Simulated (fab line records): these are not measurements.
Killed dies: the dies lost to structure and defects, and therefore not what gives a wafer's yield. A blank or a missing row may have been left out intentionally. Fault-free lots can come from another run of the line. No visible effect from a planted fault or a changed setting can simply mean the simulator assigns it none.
fab line records	flow nandHarc
record: lots: 6	wafers: 18	lastDay: 24
route steps=1159 shown P_STI@96 P_GATE@110 END@1159
lots untouched by any fault: they come from a run of this same line in which no faults occurred
startH: the number of hours between the record's first day and the start of the first shown wafer of the lot	waitH: hours elapsed since this lot's preceding step	" identical to the entry in the row above	L1.1+2: a single row standing in for several wafers	- value missing, or start not given	* or withheld: withheld	< > ~ a bound
route shown NAME@n: NAME is a module with steps in the file, n the number in the route of the first one	usual: mean and standard deviation over wafers with no fault	same: alike in all rows	chamber/n: place in a boat	sites: each site's reading	_std_site: the values' standard deviation	_edge_site: the outer-site mean with the inner-site mean subtracted	radiusMm: for every site, how far away it sits from the centre of the wafer	mask NAME#n: copy n	behind: tool/chamber where the wafer was last shaped	hold: the reason the lot was held/the length of the hold in hours/how it ended	device: the n, p or np transistor that did not switch	end of line: the same wafers' tests at the end of the route	a step given without rows: its recipe and nothing more	killed: dies that structure and defects cost at the first sort, which is not the same as the wafer's yield	map: a wafer's dies, x killed, . not, _ none there
set.NAME: the setting that was run; set.NAME@STEP: the one run at that earlier step	model.NAME: the simulator's own value behind a step, which no gauge read
lots seen at some steps along the route; tables by step, rows by wafer
services: a tool's chamber out of use, with start hour (startH, from the record's first day; less than 0 if before it), hours out, and reason
== steps ==
step: NHARC_P_STI_OCD_MEAS_43
usual: trenchDepthNm: 301/5.7	trenchFootCdNm: 158.2/2.8
lot.wafer	tool	chamber	startH	waitH	trenchDepthNm	trenchFootCdNm
L297.1	ocd-02	-	83.55	-	288	162.3
L297.2	"	-	"	"	296	158.2
L297.4	"	-	"	"	302	161.7
L298.1	ocd-01	-	91.22	-	306	150.0
L298.5	"	-	"	"	309	150.8
L298.6	"	-	"	"	306	155.1
L303.3	ocd-01	-	121.95	-	301	155.3
L303.4	"	-	"	"	300	157.7
L303.6	"	-	"	"	302	152.2
L304.1	ocd-01	-	127.38	-	300	155.6
L304.3	"	-	"	"	305	157.0
L304.6	"	-	"	"	306	155.3
L308.3	ocd-01	-	155.57	-	298	156.1
L308.4	"	-	"	"	298	160.5
L308.6	"	-	"	"	301	157.0
L309.4	ocd-02	-	155.78	-	305	156.3
L309.5	"	-	"	"	296	160.7
L309.6	"	-	"	"	285	159.1
step: NHARC_P_STI_OXIDE_33
recipe: targetThkA: 100	tempC: 1000	oxTimeS: 281	material: SiO2
step: NHARC_P_STI_HDPCVD_20
recipe: targetThkA: withheld	sigmaOpenFrac: withheld	material: SiO2
step: NHARC_P_STI_ANNEAL_34
recipe: tempC: 1000	timeS: 1800
step: NHARC_P_STI_CMP_21
recipe: tOverpolishS: 20	targetThkNm: 380.67
usual: motorCurrentA: 12.1/1.2	overpolishRunS: 19.999/0.0088
lot.wafer	tool	chamber	startH	waitH	motorCurrentA	overpolishRunS
L297.2	cmp-03	3	104.07	0.4	10.2	19.978
L297.1	"	1	"	"	12.3	19.995
L297.4	"	2	"	"	12.8	19.999
L298.1	cmp-01	0	111.59	0.4	11.7	19.996
L298.5	"	0	"	"	11.5	20.004
L298.6	"	1	"	"	11.7	20.004
L303.3	cmp-04	0	141.64	0.4	14.2	19.985
L303.4	"	1	"	"	11.4	19.994
L303.6	"	1	"	"	11.6	20.008
L304.1	cmp-01	3	141.64	0.4	11.5	19.986
L304.3	"	1	"	"	11.6	20.002
L304.6	"	0	"	"	11.1	19.995
L308.4	cmp-03	1	175.07	0.4	11.9	20.009
L308.3	"	2	"	"	13.5	20.005
L308.6	"	0	"	"	12.5	20.001
L309.4	cmp-04	1	175.12	0.4	11.8	19.982
L309.6	"	2	"	"	10.9	19.989
L309.5	"	3	"	"	13.9	20.009
step: NHARC_P_STI_SRD_35
step: NHARC_P_STI_ETCH_36
recipe: targetDepthA: 388	chemistry: dHF	material: SiO2
step: NHARC_P_STI_STRIP_24
recipe: tempC: 160	chemistry: H3PO4	material: Si3N4
step: NHARC_P_STI_ETCH_37
recipe: targetDepthA: 110	chemistry: dHF	material: SiO2
step: NHARC_P_STI_PRECLEAN_38
recipe: timeS: *	tempC: 50	bathAgeMin: 0	chemistry: SC1
step: NHARC_P_STI_SRD_39
step: NHARC_P_STI_OXIDE_40
recipe: targetThkA: 100	tempC: 900	oxTimeS: 1362	material: SiO2
usual: spikeTcBottomC: 918.3/2.9	zonePowerBottomPct: 28.3/1.3	zonePowerLowerPct: 16.2/0.79
lot.wafer	tool	chamber	startH	waitH	spikeTcBottomC	zonePowerBottomPct	zonePowerLowerPct
L297.1	furnace-06	0	108.51	-	915.7	29.5	15.4
L297.2	"	0	"	"	914.7	29.1	15.4
L297.4	"	0	"	"	915.3	29.3	15.6
L298.1	furnace-03	0	115.94	-	923.6	28.7	16.4
L298.5	"	0	"	"	922.4	28.7	16.2
L298.6	"	0	"	"	921.9	28.4	16.4
L303.3	furnace-06	0	146.14	-	916.3	29.5	15.5
L303.4	"	0	"	"	916.4	29.9	15.5
L303.6	"	0	"	"	915.3	29.3	15.1
L304.1	furnace-06	0	146.14	-	914.6	29.7	15.6
L304.3	"	0	"	"	917.7	29.5	15.4
L304.6	"	0	"	"	914.8	29.4	15.5
L308.3	furnace-03	0	179.86	-	921.3	28.6	16.2
L308.4	"	0	"	"	921.1	28.3	16.3
L308.6	"	0	"	"	921.3	28.7	16.4
L309.4	furnace-03	0	179.86	-	922.6	28.3	16.2
L309.5	"	0	"	"	921.6	28.2	16.3
L309.6	"	0	"	"	920.4	28.0	16.2
step: NHARC_P_STI_INSPECT_25
usual: rawDefectCount: 224/74
lot.wafer	tool	chamber	startH	waitH	rawDefectCount
L297.1	defectInspect-01	-	112.57	0.4	133
L297.2	"	-	"	"	190
L297.4	"	-	"	"	200
L298.1	defectInspect-02	-	120.09	0.4	222
L298.5	"	-	"	"	178
L298.6	"	-	"	"	219
L304.1	defectInspect-01	-	150.19	0.4	976
L304.3	"	-	"	"	1020
L304.6	"	-	"	"	1034
L303.3	defectInspect-02	-	150.20	0.4	1016
L303.4	"	-	"	"	1088
L303.6	"	-	"	"	1093
L308.3	defectInspect-02	-	183.89	0.4	180
L308.4	"	-	"	"	175
L308.6	"	-	"	"	212
L309.4	defectInspect-01	-	183.90	0.4	183
L309.5	"	-	"	"	218
L309.6	"	-	"	"	222
step: NHARC_P_GATE_ETCH_69
recipe: targetDepthA: 140	chemistry: dHF	material: SiO2
step: NHARC_P_GATE_PRECLEAN_70
recipe: timeS: *	tempC: 50	bathAgeMin: 0	chemistry: SC1
step: NHARC_P_GATE_SRD_01
step: NHARC_P_GATE_OXIDE_02
recipe: targetThkA: 375	tempC: 950	pH2oTorr: 720	oxTimeS: 365	material: SiO2
step: NHARC_P_GATE_DEHYDRATE_03
recipe: tempC: 150	timeS: 120
step: NHARC_P_GATE_HMDS_04
recipe: timeS: 30
step: NHARC_P_GATE_COAT_05
recipe: spinRpm: 4690
step: NHARC_P_GATE_SOFTBAKE_06
recipe: tempC: 122	timeS: 95
step: NHARC_P_GATE_EBR_07
step: NHARC_P_GATE_EXPOSE_08
recipe: na: 0.6	doseMj: 16.75	maskId: P_HV
step: NHARC_P_GATE_PEB_09
recipe: pebTempC: 118	pebTimeS: 85
step: NHARC_P_GATE_DEVELOP_10
recipe: timeS: 70
step: NHARC_P_GATE_CD_MEAS_11
recipe: targetCdNm: 1640	landingEnergyEv: 500
usual: cdNm: 1640.5/1.7
lot.wafer	tool	chamber	startH	waitH	cdNm
L297.1	cdSem-01	0	121.32	-	1640.4
L297.2	"	0	"	"	1643.2
L297.4	"	0	"	"	1638.1
L298.1	cdSem-02	0	128.11	-	1640.9
L298.5	"	0	"	"	1638.7
L298.6	"	0	"	"	1642.1
L303.3	cdSem-02	0	160.40	-	1642.1
L303.4	"	0	"	"	1642.2
L303.6	"	0	"	"	1641.8
L304.1	cdSem-03	0	160.56	-	1642.0
L304.3	"	0	"	"	1641.6
L304.6	"	0	"	"	1639.7
L308.3	cdSem-01	0	192.01	-	1640.8
L308.4	"	0	"	"	1638.7
L308.6	"	0	"	"	1642.3
L309.4	cdSem-03	0	192.17	-	1642.1
L309.5	"	0	"	"	1641.4
L309.6	"	0	"	"	1642.9
step: NHARC_P_GATE_HARDBAKE_12
recipe: tempC: 125	timeS: 80
step: NHARC_P_GATE_DESCUM_13
recipe: timeS: 3	o2FlowSccm: 200	arFlowSccm: 0	biasPowerW: 0	chemistry: O2
usual: drypumpMotorCurrentA: 5.8/0.54	oesProductAu: 1.002/0.0088	rfVppV: 57.8/0.91	showerheadPlenumPTorr: 1.90/0.064	throttleValvePct: 11.311/0.0083
lot.wafer	tool	chamber	startH	waitH	drypumpMotorCurrentA	oesProductAu	rfHoursCounterH	rfVppV	showerheadPlenumPTorr	throttleValvePct
L297.2	rieDiel-02	2	121.48	-	5.4	1.003	49	56.9	1.78	11.298
L297.4	"	3	"	"	6.1	1.001	50	57.7	2.01	11.318
L297.1	"	0	"	"	6.6	1.009	49	57.4	1.88	11.316
L298.1	rieDiel-02	1	128.30	-	6.7	1.014	55	57.2	1.89	11.300
L298.6	"	3	"	"	6.2	1.022	-	57.6	2.01	11.304
L298.5	"	0	"	"	6.5	1.010	-	57.7	1.88	11.299
L303.4	rieDiel-01	3	160.57	-	6.2	0.990	3	58.1	1.87	11.304
L303.3	"	1	"	"	5.4	1.013	3	59.1	2.01	11.303
L303.6	"	3	"	"	6.2	1.000	-	57.9	1.87	11.318
L304.1	rieDiel-01	3	160.72	-	6.2	1.001	3	57.5	1.87	11.315
L304.3	"	2	"	"	5.1	0.999	4	57.6	1.86	11.308
L304.6	"	0	"	"	5.7	0.982	-	57.9	1.91	11.309
L308.3	rieDiel-01	2	192.19	-	5.1	1.008	10	58.3	1.86	11.321
L308.4	"	3	"	"	6.2	1.005	9	57.9	1.86	11.307
L308.6	"	0	"	"	5.6	1.001	-	57.6	1.91	11.324
L309.4	rieDiel-02	0	192.34	-	6.6	0.995	13	57.0	1.88	11.300
L309.6	"	3	"	"	6.1	0.986	-	58.0	2.00	11.314
L309.5	"	0	"	"	6.6	1.005	-	57.1	1.88	11.298
step: NHARC_P_GATE_ETCH_14
recipe: targetDepthA: 488	chemistry: dHF	material: SiO2
step: NHARC_P_GATE_STRIP_15
recipe: timeS: 780	tempC: 130	chemistry: SPM
step: NHARC_P_GATE_PRECLEAN_71
recipe: timeS: *	tempC: 50	bathAgeMin: 0	chemistry: SC1
step: NHARC_P_GATE_SRD_72
step: NHARC_P_GATE_OXIDE_16
recipe: targetThkA: 30	tempC: 875	oxTimeS: 392	material: SiO2
step: NHARC_P_GATE_CVD_17
recipe: targetThkA: 1500	tempC: 620	timeS: 900	material: poly-Si
step: NHARC_P_GATE_HM_DEP_102
recipe: targetThkA: 1200	tempC: 400	material: aC
usual: throttleValvePct: 35.000/0.0086
lot.wafer	tool	chamber	startH	waitH	throttleValvePct
L297.1	aclDep-02	0	133.82	0.4	34.990
L297.2	"	0	"	"	34.998
L297.4	"	0	"	"	35.004
L298.1	aclDep-03	0	140.64	0.4	34.994
L298.5	"	0	"	"	35.005
L298.6	"	0	"	"	35.000
L304.1	aclDep-01	0	176.87	4.2	34.998
L304.3	"	0	"	"	35.000
L304.6	"	0	"	"	34.993
L303.3	aclDep-03	0	177.50	4.9	35.006
L303.4	"	0	"	"	35.010
L303.6	"	0	"	"	35.000
L308.3	aclDep-02	0	204.51	0.6	35.005
L308.4	"	0	"	"	34.993
L308.6	"	0	"	"	34.999
L309.4	aclDep-03	0	204.62	0.7	35.014
L309.5	"	0	"	"	34.991
L309.6	"	0	"	"	35.000
step: NHARC_P_GATE_DEP_103
recipe: targetThkA: 300	targetThkNm: 30	tempC: 400	flowSccm: 200	rfW: 350	material: SiON
usual: heaterPowerW: 728/62
lot.wafer	tool	chamber	startH	waitH	heaterPowerW
L297.1	pecvd-01	1	134.48	0.6	730
L297.2	"	2	"	"	794
L297.4	"	2	"	"	806
L298.1	pecvd-01	2	141.34	0.6	827
L298.6	"	1	"	"	760
L298.5	"	0	"	"	746
L304.3	pecvd-02	1	177.53	0.3	731
L304.1	"	2	"	"	601
L304.6	"	1	"	"	721
L303.3	pecvd-01	2	178.00	0.4	739
L303.4	"	1	"	"	809
L303.6	"	2	"	"	705
L308.3	pecvd-01	2	205.14	0.5	773
L308.4	"	2	"	"	766
L308.6	"	0	"	"	707
L309.5	pecvd-01	1	205.40	0.6	783
L309.6	"	2	"	"	774
L309.4	"	0	"	"	736
step: NHARC_P_GATE_DEHYDRATE_18
recipe: tempC: 150	timeS: 120
step: NHARC_P_GATE_HMDS_19
recipe: timeS: 30
step: NHARC_P_GATE_COAT_20
recipe: spinRpm: 1500	resistThkNm: 90
step: NHARC_P_GATE_SOFTBAKE_21
recipe: tempC: 105	timeS: 55
step: NHARC_P_GATE_EBR_22
step: NHARC_P_GATE_INSPECT_28
usual: rawDefectCount: 7/3.2
lot.wafer	tool	chamber	startH	waitH	rawDefectCount
L297.1	defectInspect-01	-	135.29	0.0	7
L297.2	"	-	"	"	12
L297.4	"	-	"	"	9
L298.1	defectInspect-01	-	141.99	0.0	3
L298.5	"	-	"	"	2
L298.6	"	-	"	"	3
L304.1	defectInspect-01	-	178.21	0.0	802
L304.3	"	-	"	"	818
L304.6	"	-	"	"	823
L303.3	defectInspect-01	-	178.75	0.0	863
L303.4	"	-	"	"	853
L303.6	"	-	"	"	867
L308.3	defectInspect-02	-	205.94	0.0	6
L308.4	"	-	"	"	6
L308.6	"	-	"	"	5
L309.4	defectInspect-02	-	206.12	0.0	8
L309.5	"	-	"	"	6
L309.6	"	-	"	"	4
step: NHARC_END_SORT_01
recipe: tempC: 25
usual: killedAtArray: 27/11	killedAtOther: 0.6/1	killedAtPeriphery: 3.0/2.1	killedDies: 31/12	killedOpen: 3.2/1.7	killedShort: 1.7/1.4
same: grossDies: 677
lot.wafer	tool	chamber	startH	waitH	killedAtArray	killedAtOther	killedAtPeriphery	killedDies	killedOpen	killedShort
L298.1	prober-02	0	489.22	2.5	21	0	2	23	1	1
L298.5	prober-02	0	492.36	3.6	21	0	2	23	1	1
L298.6	prober-02	0	493.15	3.9	20	0	4	24	3	1
L297.2	prober-02	0	505.40	2.8	20	0	2	22	2	1
L304.1	prober-02	0	521.65	2.5	18	0	453	471	1	3
L304.3	prober-02	0	523.25	3.1	30	2	467	499	5	8
L304.6	prober-02	0	525.66	4.0	17	0	463	480	2	2
L303.3	prober-02	0	541.65	3.1	18	0	467	485	3	0
L303.4	prober-02	0	542.44	3.4	23	0	461	484	3	2
L303.6	prober-02	0	544.04	4.0	15	0	464	479	2	0
killed by level:class
L298.1 A_CHANNEL_HOLE_D1:chamberFilmFlake=13 A_STAIRCASE:chamberFilmFlake=3 A_CONTACT:chamberFilmFlake=3 A_CONTACT:geometricParticle:short=1 A_M0:geometricParticle:open=1 P_ZERO_WELL:chamberFilmFlake=1 P_BONDPAD:chamberFilmFlake=1
L298.5 A_CHANNEL_HOLE_D1:chamberFilmFlake=12 A_STAIRCASE:chamberFilmFlake=5 A_CONTACT:chamberFilmFlake=2 A_CHANNEL_FILL_D1:geometricParticle:short=1 A_CONTACT:geometricParticle:open=1 P_STI:chamberFilmFlake=1 P_BONDPAD:chamberFilmFlake=1
L298.6 A_CHANNEL_HOLE_D1:chamberFilmFlake=8 A_STAIRCASE:chamberFilmFlake=4 A_CONTACT:chamberFilmFlake=4 P_GATE:chamberFilmFlake=3 P_CONTACT:geometricParticle:open=1 A_CHANNEL_HOLE_D1:geometricParticle:short=1 A_CHANNEL_FILL_D1:geometricParticle:open=1 A_CONTACT:geometricParticle:open=1
L297.2 A_SLIT:chamberFilmFlake=9 A_STAIRCASE:chamberFilmFlake=3 P_ZERO_WELL:chamberFilmFlake=2 A_CHANNEL_FILL_D1:chamberFilmFlake=2 A_ONON_D1:geometricParticle:open=1 A_CHANNEL_HOLE_D1:geometricParticle:open=1 A_WL_FILL:geometricParticle:short=1 A_ZERO_WELL:chamberFilmFlake=1
L304.1 P_STI:unspecified=452 A_SLIT:chamberFilmFlake=10 A_STAIRCASE:geometricParticle:short=1 A_SGD_CUT:geometricParticle:short=1 A_WL_FILL:geometricParticle:short=1 A_CONTACT:geometricParticle:open=1 P_STI:chamberFilmFlake=1 A_STAIRCASE:chamberFilmFlake=1
L304.3 P_STI:unspecified=459 A_SLIT:chamberFilmFlake=12 P_STI:chamberFilmFlake=5 A_CHANNEL_HOLE_D1:chamberFilmFlake=4 A_CONTACT:geometricParticle:open=3 A_SOURCE_PLATE:geometricParticle:short=2 THIN_TSV:chamberFilmFlake=2 P_GATE:geometricParticle:short=1
L304.6 P_STI:unspecified=462 A_SLIT:chamberFilmFlake=10 A_CHANNEL_HOLE_D1:chamberFilmFlake=2 P_GATE:geometricParticle:short=1 A_CHANNEL_HOLE_D1:geometricParticle:short=1 A_CHANNEL_FILL_D1:geometricParticle:open=1 A_CONTACT:geometricParticle:open=1 A_STAIRCASE:chamberFilmFlake=1
L303.3 P_STI:unspecified=464 A_CHANNEL_HOLE_D1:chamberFilmFlake=11 A_CONTACT:chamberFilmFlake=5 P_ZERO_WELL:geometricParticle:open=1 P_M0:geometricParticle:open=1 A_WL_FILL:geometricParticle:open=1 P_GATE:chamberFilmFlake=1 A_STAIRCASE:chamberFilmFlake=1
L303.4 P_STI:unspecified=460 A_CHANNEL_HOLE_D1:chamberFilmFlake=13 A_CONTACT:chamberFilmFlake=4 A_CHANNEL_FILL_D1:geometricParticle:open=1 A_WL_FILL:geometricParticle:short=1 A_CONTACT:geometricParticle:open=1 A_CONTACT:geometricParticle:short=1 A_BLC:geometricParticle:open=1
L303.6 P_STI:unspecified=463 A_CHANNEL_HOLE_D1:chamberFilmFlake=10 A_CONTACT:chamberFilmFlake=2 A_STAIRCASE:chamberFilmFlake=2 P_CONTACT:geometricParticle:open=1 A_M0:geometricParticle:open=1
map L303.3 (x killed, . not)
____________x____________
_________.x.x.xx_________
_______xxxx.xx.xxx_______
______xxxx.xxxxxxx.______
_____xx.xx..xxxxxxxx_____
____xxx.xxxxx..xxxxx.____
____xx..xx.xx.x....xx____
___xxxx.....xxxx.xxxxx___
___.xxxx.x.xxxxxxxxxxx___
__xxxxxxxx.xxxxxx..xxxx__
__x.xxxxxx..xxxx..xxxxx__
_..xx.xxx.xxxxx..x.xxxxx_
_xx.....xxxxxxxxxxxx.xx._
_xxxxxx..xx..x.xxxxxxx.x_
_.xx.x.x.xx.x.xxxx.xxxxx_
_xxx.x.xxxxx.x.x.xxxxx.._
x.xxx..x.x.xx.xxxx.xxxxxx
..xxxx..xxx.xxxxxx.x..xxx
x..xxxxx.xx.x.x.xx.x.xxxx
xxxx.xx.xxxxx.xx...xxxxxx
xxx.xxxx..x..xx.xxxxxxx..
_xxxx..xxx.x.xx...xxxxxx_
_xxxx.xxxx.xxxxxxxx..xxx_
_.xx..x.xxxxxxx...x..x.._
_.xxxxxxxxxxxxxxx....xxx_
_...xxx.xxx...xx.x.xx.xx_
__.xx.xxxxx.x....x.xxx.__
__xx.xx.xxxxxx.xxxx.xx.__
___xx.xxxx.xx.xx..xxx.___
___x.xxxxxx.xxxxxxxx.x___
____xxxxx.xxxxxxxxxxx____
____xxxx.x.x..xxx..xx____
_____.xxxxx.x.xx.x.._____
______xxx.xxxx.xx.x______
_______xxx.x.xxxx._______
_________xxx.x.._________
____________x____________
map L304.3 (x killed, . not)
____________x____________
_________x.xxxx._________
_______xx.xxxx.x.x_______
______xxxxxxx.xxxxx______
_____xxxx..xxx..xx.x_____
____x..xxxxxxxxx..x.x____
____x.xxx.xxxx..x.x.x____
___.x..x.xxxxxxxx.xx.x___
___.xx.xxxxxxx.xxxxxxx___
__xx.x.xxxx.x..xxxxxx..__
__x...xx.xxxx.x.xx..x.x__
_xx.xxxxxxxxxx.xx..xxxxx_
_xxxxxxx..xx.xxxxxxxxxxx_
_xxxxxx.xxxxx.x.xxxxxx.._
_xx..xx.xxxxxxx.xxxxx.xx_
_x.xxx.x.xxxxxxx..x.xx.x_
xx...xx..x..xxxxxxxxxx.xx
.xxxxx.x.x.xxx.xxxxxxx.xx
.xxxxxx.x..xx.xxxxxxx.xxx
xxxxxxxxxxx..xxx.xxxx.xxx
....xx.x.xxxx.xxxxx.xxxxx
_xx.xxxx.x.xx.xx..x....._
_xx.xxxxxxx.x..xx.xxxxx._
_xx..xxxxx.xx..xxxxxx..._
_x.x.x...x..xxxxxxxxxxxx_
_xx.xxx.x..xxxxxxxxxxx.x_
__xxx.x.xx..xx.xxx.x.xx__
__xxxx.xxx..xxxxxxxxxxx__
___xxxx..xxxxx.xxxxxxx___
___..xxxxxx.xx.xxxxxx.___
____xxxxxxxxxxxx.x.xx____
____xxx.xx.xxxxxxxxxx____
_____x.xx..xxx..x.xx_____
______xx.xxx..xxxx.______
_______.x..xxxx..x_______
_________xxxxx.x_________
____________x____________
== services ==
tool	chamber	startH	hours	kind
rieDiel-02	0	81.24	-	clean
rieDiel-02	1	81.24	-	clean
rieDiel-02	2	81.24	-	clean
rieDiel-02	3	81.24	-	clean
cmp-01	-	81.50	4.0	pm
rieDiel-01	0	92.58	-	clean
cmp-03	-	94.70	1.3	repair
cmp-04	-	105.52	0.2	repair
aclDep-01	-	111.90	13.0	pm
cmp-04	-	117.88	4.0	pm
cmp-03	-	123.82	1.4	repair
rieDiel-01	-	137.80	9.0	pm
rieDiel-02	-	150.78	9.0	pm
pecvd-02	-	153.00	13.0	pm
cmp-03	-	156.70	4.0	pm
aclDep-02	-	168.58	13.0	pm
cmp-01	-	174.60	0.8	repair
cmp-03	-	178.03	0.5	repair
cmp-01	-	179.50	4.0	pm
cmp-01	-	183.92	0.8	repair
furnace-03	-	194.94	3.4	repair
cmp-03	-	201.07	2.7	repair
furnace-06	-	201.09	26.0	pm
rieDiel-01	3	204.20	3.6	repair
== key ==
firstSign: step: NHARC_P_STI_INSPECT_25	reading: rawDefectCount	direction: up	sigmas: 11	usual: 224	struck: 1038
effect: step: NHARC_P_GATE_INSPECT_28	reading: rawDefectCount	direction: up	sigmas: 99+	usual: 7	struck: 838
effect: step: NHARC_END_SORT_01	reading: killedAtPeriphery	direction: up	sigmas: 99+	usual: 3.0	struck: 462.5
moreKillsBornAt: NHARC_P_STI_OXIDE_40@furnace-06: 2760
metAt NHARC_P_STI_OXIDE_40
struckWafers L303.3,L303.4,L303.6,L304.1,L304.3,L304.6
testerLeftOut L303,L304
onsetBetween 108.51 146.14
fault: kind: chamberParticleSource	tool: furnace-06	chamber: -	onsetH: 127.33	steps: NHARC_P_STI_OXIDE_40	ratePerVisitCm2: 1.2868	endH: 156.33
testerLeftOut: of these lots the tester's yield and bins aren't shown, on N5 and GAA mostly nor the transistor test; their killed dies are dies lost to structure and defects alone, not to doping, threshold or leakage, so they don't give the yield
